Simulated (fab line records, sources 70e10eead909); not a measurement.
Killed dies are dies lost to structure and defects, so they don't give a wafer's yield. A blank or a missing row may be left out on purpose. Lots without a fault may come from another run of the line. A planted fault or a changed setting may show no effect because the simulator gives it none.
fab line records | flow nand_harc | part 2 of 2: steps 5 to 6 of 6
record lots=21 wafers=63 last_day=33
route steps=1302 shown A_CHANNEL_HOLE_D2@584 A_CHANNEL_FILL_D2@619 A_STAIRCASE@651
lots that met no fault: from a run of the same line without faults
start_h: hours from the record's first day to the start of the lot's first wafer shown | wait_h: hours since the lot's step before | " the same as in the row above | L1.1+2: a row that stands for several wafers | - no value, or no start given | * or withheld: withheld | < > ~ a bound
route shown NAME@n: a module of which the file shows steps, and the number in the route of the first | usual: mean/standard deviation of fault-free wafers | same: alike in all rows | chamber/n: place in a boat | sites: the reading at each site | _std_site: their standard deviation | _edge_site: outer sites' mean less inner sites' | radius_mm: how far each site lies from the wafer's centre | mask NAME#n: copy n | behind: the tool/chamber that last shaped the wafer | hold: why the lot was held/for how many hours/how that ended | device: the transistor (n, p or np) that didn't switch | end of line: the same wafers' tests at the end of the route | a step without rows: its recipe alone | killed: dies lost to structure and defects at the first sort, not the wafer's yield | map: a wafer's dies, x killed, . not, _ none there
set.NAME: the setting as run; set.NAME@STEP: as run at that earlier step | model.NAME: the simulator's own value behind a step, which no gauge read
steps of the route over a sample of lots; a table a step, a row a wafer
services: from which hour (start_h, from the record's first day; less than 0 if before it) a tool's chamber was out of use, for how many hours, and why
## steps
# step NHARC_A_STAIRCASE_ETCH_169
# recipe target_depth_a=500 time_s=107.1 ion_energy_ev=120 ch3f_flow_sccm=50 o2_flow_sccm=30 ar_flow_sccm=200 rf_w=500 bias_w=100 chemistry=CH3F/O2
# usual bias_w=99.98/0.3 chamber_pressure_mTorr=25.001/0.023 drypump_motor_current_A=5.8/0.39 oes_product_au=0.959/0.019 rf_vpp_V=245.0/1.7 showerhead_plenum_p_Torr=2.50/0.12 throttle_valve_pct=20.663/0.0094
# columns lot.wafer tool chamber start_h wait_h bias_w chamber_pressure_mTorr drypump_motor_current_A oes_product_au rf_hours_counter_h rf_vpp_V showerhead_plenum_p_Torr throttle_valve_pct
L074.3 rie_diel-02 2 356.11 0.1 100.14 24.989 6.1 0.993 33 242.8 2.33 20.680
L074.4 " 0 " " 100.43 24.982 6.2 0.956 44 243.3 2.40 20.656
L074.5 " 1 " " 100.01 25.017 6.2 0.970 - 244.3 2.47 20.655
L075.4 rie_diel-02 1 359.84 0.1 99.92 24.970 6.2 0.947 40 244.5 2.47 20.651
L075.3 " 2 " " 100.41 24.981 6.1 0.961 34 243.5 2.33 20.660
L075.6 " 0 " " 100.26 24.999 6.1 0.958 - 244.0 2.40 20.653
L076.2 rie_diel-02 0 377.07 0.1 99.67 25.049 6.1 0.925 53 243.8 2.39 20.668
L076.1 " 2 " " 100.08 25.018 6.1 0.950 41 243.2 2.33 20.666
L076.5 " 1 " " 99.86 25.033 6.2 0.945 - 245.8 2.47 20.664
L078.3 rie_diel-02 1 388.76 0.1 100.21 25.024 6.2 0.940 51 243.6 2.47 20.665
L078.1 " 3 " " 99.06 25.009 5.5 0.927 51 246.9 2.64 20.657
L078.6 " 1 " " 100.45 24.953 6.2 0.928 - 244.1 2.47 20.660
L077.3 rie_diel-02 0 389.05 0.1 99.70 24.989 6.1 0.960 57 244.7 2.39 20.671
L077.2 " 1 " " 100.06 25.029 6.2 0.980 51 245.2 2.47 20.658
L077.4 " 2 " " 100.20 25.005 6.1 1.001 46 243.3 2.32 20.673
L079.4 rie_diel-01 1 409.44 0.2 100.51 25.012 6.1 0.952 6 244.9 2.42 20.655
L079.3 " 2 " " 100.31 24.971 5.9 0.942 5 248.2 2.63 20.659
L079.1 " 3 " " 99.39 24.971 5.7 0.959 6 246.0 2.62 20.658
L080.2 rie_diel-10 0 412.77 0.1 99.56 24.970 5.5 0.986 52 246.0 2.64 20.676
L080.4 " 1 " " 99.34 24.979 5.7 0.986 63 244.6 2.47 20.654
L080.1 " 2 " " 99.89 24.994 5.4 0.975 48 241.9 2.28 20.678
L081.2 rie_diel-01 2 423.71 0.1 100.14 25.027 5.9 0.963 10 247.4 2.63 20.657
L081.3 " 0 " " 100.07 25.028 4.7 0.993 11 243.7 2.46 20.676
L081.6 " 2 " " 99.81 25.004 5.9 0.973 - 246.5 2.63 20.675
L083.3 rie_diel-02 1 437.72 0.1 99.90 24.998 6.3 0.978 10 245.2 2.46 20.677
L083.4 " 3 " " 99.88 25.010 5.5 0.970 13 247.4 2.63 20.654
L083.6 " 1 " " 100.34 25.033 6.2 0.976 - 245.7 2.46 20.665
L082.3 rie_diel-02 0 441.08 0.1 99.59 24.970 6.1 0.961 10 243.1 2.39 20.646
L082.2 " 1 " " 100.03 25.003 6.2 0.955 10 245.1 2.46 20.655
L082.5 " 2 " " 99.61 25.004 6.1 0.953 - 243.2 2.32 20.674
L085.2 rie_diel-10 2 464.53 0.1 100.18 25.014 5.4 0.985 7 248.2 2.66 20.668
L085.6 " 0 " " 99.92 24.983 5.4 0.968 - 245.0 2.63 20.661
L085.5 " 2 " " 100.26 25.019 5.4 0.978 - 246.7 2.66 20.654
L086.1 rie_diel-01 3 475.98 0.1 100.22 25.034 5.7 0.936 30 247.7 2.61 20.670
L086.2 " 2 " " 100.14 25.022 5.9 0.940 30 245.9 2.62 20.660
L086.6 " 0 " " 100.28 25.007 4.7 0.968 - 245.4 2.45 20.671
L087.1 rie_diel-02 2 476.59 0.9 99.86 25.014 6.1 0.928 25 243.4 2.31 20.639
L087.4 " 0 " " 100.05 24.993 6.1 0.944 24 242.2 2.38 20.663
L087.5 " 3 " " 99.88 25.005 5.6 0.921 - 247.1 2.63 20.660
L089.4 rie_diel-10 1 495.66 0.1 99.82 25.018 5.8 0.975 13 243.4 2.46 20.648
L089.6 " 2 " " 100.09 24.984 5.4 0.999 - 247.9 2.65 20.672
L089.5 " 3 " " 100.11 24.992 6.0 0.957 - 245.8 2.53 20.664
L088.2 rie_diel-10 3 495.86 0.1 100.02 24.987 5.9 0.941 17 245.3 2.53 20.680
L088.3 " 1 " " 99.72 24.959 5.8 0.964 13 244.6 2.46 20.667
L088.6 " 2 " " 99.81 24.977 5.4 0.957 - 247.3 2.65 20.661
L091.1 rie_diel-10 2 519.73 0.2 99.86 25.043 5.4 0.954 23 246.6 2.65 20.678
L091.6 " 0 " " 100.17 25.028 5.4 0.966 - 246.9 2.62 20.662
L091.5 " 1 " " 99.89 24.964 5.7 0.967 - 244.6 2.46 20.669
L090.3 rie_diel-01 2 519.85 0.1 99.25 24.993 5.9 0.971 48 246.7 2.62 20.673
L090.1 " 1 " " 99.96 24.993 6.1 0.977 42 244.8 2.41 20.673
L090.5 " 3 " " 99.93 25.037 5.6 0.964 - 246.2 2.60 20.672
L093.2 rie_diel-10 3 535.65 0.1 99.55 25.007 5.9 0.929 33 245.2 2.52 20.674
L093.1 " 0 " " 99.81 24.997 5.4 0.946 34 246.2 2.62 20.655
L093.5 " 1 " " 100.51 25.015 5.7 0.954 - 245.4 2.46 20.683
L092.2 rie_diel-02 3 535.80 0.1 100.14 24.972 5.5 0.979 41 248.1 2.62 20.652
L092.6 " 2 " " 100.14 25.027 6.1 0.972 - 242.6 2.31 20.654
L092.5 " 3 " " 100.24 25.012 5.6 0.963 - 245.3 2.62 20.663
L094.2 rie_diel-02 2 562.98 0.1 100.25 25.021 6.1 0.956 51 241.6 2.30 20.661
L094.6 " 2 " " 100.61 24.994 6.1 0.947 - 241.8 2.30 20.659
L094.5 " 3 " " 99.82 25.042 5.5 0.916 - 244.2 2.62 20.645
L096.4 rie_diel-01 3 574.53 0.1 99.98 25.006 5.7 0.940 5 246.6 2.59 20.650
L096.2 " 0 " " 100.19 24.966 4.7 0.944 3 243.7 2.44 20.661
L096.6 " 3 " " 99.53 24.991 5.6 0.944 - 246.8 2.59 20.663
# step NHARC_A_STAIRCASE_TRIM_16
# recipe time_s=211.2 o2_flow_sccm=500 ar_flow_sccm=0 bias_w=0 chemistry=O2
# usual chamber_pressure_mTorr=60.00/0.055 drypump_motor_current_A=5.7/0.44 oes_product_au=1.007/0.012 rf_vpp_V=57.8/0.91 showerhead_plenum_p_Torr=3.58/0.16 throttle_valve_pct=17.038/0.0094
# same bias_w=0
# columns lot.wafer tool chamber start_h wait_h chamber_pressure_mTorr drypump_motor_current_A oes_product_au rf_hours_counter_h rf_vpp_V showerhead_plenum_p_Torr throttle_valve_pct
L074.4 rie_diel-01 3 - - 60.03 5.6 1.008 45 58.5 3.76 17.042
L074.3 " 1 " " 59.96 6.1 1.024 50 56.0 3.48 17.054
L074.5 " 3 " " 60.05 5.7 1.001 - 57.5 3.76 17.047
L075.3 rie_diel-10 1 - - 60.10 5.7 1.029 40 58.5 3.55 17.035
L075.4 " 0 " " 60.01 5.4 1.030 39 57.9 3.79 17.034
L075.6 " 2 " " 59.98 5.4 1.010 - 55.9 3.29 17.038
L076.2 rie_diel-10 2 - - 60.04 5.4 1.009 32 57.0 3.29 17.021
L076.1 " 1 " " 60.06 5.8 1.023 45 56.9 3.55 17.046
L076.5 " 2 " " 59.94 5.4 1.006 - 57.1 3.29 17.035
L078.1 rie_diel-01 0 - - 60.07 4.7 1.015 0 58.1 3.53 17.033
L078.3 " 1 " " 60.08 6.1 0.998 0 58.5 3.48 17.054
L078.6 " 2 " " 59.94 5.9 1.006 - 58.0 3.77 17.031
L077.2 rie_diel-02 1 - - 59.99 6.3 1.001 52 58.5 3.54 17.048
L077.3 " 2 " " 60.08 6.1 1.006 47 58.8 3.34 17.066
L077.4 " 2 " " 60.02 6.1 1.007 - 57.3 3.34 17.026
L079.4 rie_diel-01 2 - - 59.93 5.9 1.012 7 59.5 3.77 17.045
L079.3 " 3 " " 60.06 5.6 1.012 7 59.7 3.75 17.035
L079.1 " 1 " " 60.07 6.1 1.001 8 57.4 3.47 17.045
L080.4 rie_diel-02 2 - - 60.01 6.1 1.009 8 57.1 3.34 17.037
L080.2 " 3 " " 60.04 5.6 1.001 9 59.0 3.77 17.035
L080.1 " 1 " " 60.11 6.3 1.003 5 58.4 3.54 17.048
L081.3 rie_diel-02 2 - - 59.90 6.1 0.998 11 56.8 3.33 17.028
L081.2 " 3 " " 59.98 5.6 0.998 11 57.7 3.77 17.044
L081.6 " 1 " " 59.98 6.2 1.013 - 57.9 3.53 17.047
L083.4 rie_diel-02 0 - - 60.01 6.2 1.021 10 58.5 3.43 17.043
L083.3 " 1 " " 60.05 6.2 1.007 10 58.3 3.53 17.044
L083.6 " 2 " " 59.96 6.1 1.001 - 59.5 3.33 17.038
L082.3 rie_diel-10 3 - - 60.03 5.9 0.999 1 58.5 3.63 17.052
L082.2 " 2 " " 59.95 5.4 1.030 2 58.5 3.81 17.038
L082.5 " 3 " " 60.01 6.0 1.000 - 59.2 3.63 17.043
L085.2 rie_diel-10 2 - - 59.99 5.4 1.015 9 58.6 3.80 17.036
L085.5 " 3 " " 59.99 6.0 0.995 - 58.8 3.63 17.014
L085.6 " 2 " " 60.03 5.4 1.008 - 58.1 3.80 17.033
L086.1 rie_diel-02 3 - - 60.06 5.5 0.991 26 58.5 3.76 17.036
L086.2 " 0 " " 59.99 6.1 1.010 24 58.7 3.42 17.035
L086.6 " 3 " " 60.01 5.5 0.995 - 58.1 3.76 17.046
L087.4 rie_diel-01 1 - - 60.06 6.1 1.009 30 57.8 3.46 17.042
L087.1 " 3 " " 60.04 5.6 0.990 31 56.9 3.73 17.038
L087.5 " 1 " " 59.91 6.1 0.995 - 57.1 3.46 17.052
L089.4 rie_diel-01 2 - - 60.00 5.9 0.993 39 58.8 3.75 17.032
L089.6 " 1 " " 59.95 6.0 1.009 - 57.3 3.46 17.052
L089.5 " 2 " " 60.07 5.9 1.001 - 58.7 3.75 17.028
L088.3 rie_diel-01 0 - - 60.02 4.8 1.022 35 58.1 3.52 17.045
L088.2 " 2 " " 60.08 5.9 1.002 40 59.2 3.75 17.026
L088.6 " 3 " " 60.07 5.7 1.011 - 56.3 3.73 17.044
L091.1 rie_diel-02 1 - - 59.87 6.2 1.019 39 58.1 3.52 17.041
L091.5 " 1 " " 60.05 6.2 1.022 - 57.8 3.52 17.033
L091.6 " 2 " " 59.90 6.1 1.017 - 55.0 3.32 17.037
L090.3 rie_diel-01 3 - - 59.93 5.6 1.010 48 59.0 3.73 17.049
L090.1 " 2 " " 60.04 5.9 0.983 48 58.6 3.75 17.052
L090.5 " 0 " " 59.99 4.7 1.021 - 58.7 3.51 17.027
L093.2 rie_diel-01 3 - - 60.00 5.6 1.007 56 57.0 3.72 17.034
L093.1 " 1 " " 60.02 6.1 0.998 47 57.8 3.45 17.032
L093.5 " 3 " " 59.94 5.6 1.008 - 58.8 3.72 17.036
L092.2 rie_diel-02 3 - - 59.90 5.5 0.992 42 58.0 3.75 17.031
L092.6 " 3 " " 60.12 5.5 0.997 - 59.6 3.75 17.025
L092.5 " 0 " " 59.95 6.1 1.024 - 56.2 3.41 17.035
L094.2 rie_diel-02 0 - - 60.07 6.1 1.016 48 57.9 3.41 17.050
L094.6 " 3 " " 59.95 5.6 0.975 - 57.3 3.75 17.048
L094.5 " 0 " " 60.03 6.1 1.028 - 57.1 3.41 17.028
L096.4 rie_diel-01 0 - - 59.97 4.7 1.001 4 57.8 3.50 17.043
L096.2 " 1 " " 59.98 6.1 1.010 4 58.3 3.45 17.033
L096.6 " 0 " " 60.03 4.7 1.009 - 57.7 3.50 17.054
## services
# columns tool chamber start_h hours kind
cmp-04 - 307.29 4.0 pm
rie_diel-03 2 327.64 4.8 repair
rie_diel-01 1 349.19 1.7 repair
rie_diel-10 - 351.67 2.7 repair
cmp-01 - 352.65 3.9 repair
rie_diel-03 - 358.91 1.0 repair
cmp-01 - 365.73 2.7 repair
rie_diel-10 0 368.82 15.9 repair
rie_diel-01 - 380.96 9.0 pm
rie_diel-02 - 393.71 9.0 pm
rie_diel-10 0 405.13 4.4 repair
rie_si-06 - 410.49 0.3 repair
rie_diel-10 - 422.96 9.0 pm
rie_si-06 - 426.00 9.0 pm
rie_diel-01 0 429.08 2.5 repair
rie_si-06 0 451.08 6.3 repair
rie_diel-03 - 458.30 9.0 pm
rie_diel-10 1 463.91 12.3 repair
rie_diel-10 0 498.78 5.2 repair
rie_diel-02 0 511.33 1.3 repair
rie_diel-10 0 539.17 2.1 repair
rie_diel-02 1 551.20 4.7 repair
rie_diel-01 - 557.96 9.0 pm
rie_diel-02 - 570.74 9.0 pm
